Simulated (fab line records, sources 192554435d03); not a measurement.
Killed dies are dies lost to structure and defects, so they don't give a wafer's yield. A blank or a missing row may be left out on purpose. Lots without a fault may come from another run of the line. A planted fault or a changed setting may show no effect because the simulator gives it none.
Chamber matching | flow n5_finfet | N5_DUMMY_GATE_TRIM_49 on rie_si-06: 4 sister chambers
The step chemistry O2, time 29 s, target cd 14 nm. 7 wafers are shown with their chamber, then 8 later ones without.

WAFERS WITH THEIR CHAMBER
wafer  | chamber | drypump_motor_current_A (A) | throttle_valve_pct (%)
L077.1 | 1       | 6.7                         | 8.38
L077.6 | 2       | 5.8                         | 8.29
L082.1 | 2       | 5.8                         | 8.27
L083.1 | 3       | 5.3                         | 8.04
L083.2 | 0       | 6.6                         | 8.50
L083.5 | 0       | 6.6                         | 8.49
L086.1 | 3       | 5.2                         | 8.02

WAFERS WITHOUT THEIR CHAMBER
wafer  | drypump_motor_current_A (A) | throttle_valve_pct (%)
L086.3 | 6.6                         | 8.48
L086.5 | 5.8                         | 8.28
L087.1 | 5.8                         | 8.28
L087.2 | 5.3                         | 8.02
L087.3 | 6.7                         | 8.35
L097.1 | 6.6                         | 8.48
L097.3 | 5.8                         | 8.29
L097.6 | 5.8                         | 8.29

WHICH CHAMBER EACH WENT THROUGH
wafer  | from the rows above | in truth
L086.3 | 0                   | 0
L086.5 | 2                   | 2
L087.1 | 2                   | 2
L087.2 | 3                   | 3
L087.3 | 1                   | 1
L097.1 | 0                   | 0
L097.3 | 2                   | 2
L097.6 | 2                   | 2
Placed correctly: 8 of 8. Can't be placed from these rows: 0. Placed wrongly: 0.
How it was worked out, from the rows above alone: a wafer's distance from a chamber is the root of the sum, over the readings, of the square of ((its reading less the chamber's mean) divided by the reading's scatter). The wafer belongs to the nearest chamber; if the next one is less than 2 further off, it can't be placed. A chamber's mean is the mean of its shown wafers. The scatter: the root of (the sum of the squares of (reading less its chamber's mean) over the shown wafers, divided by (wafers less chambers)).
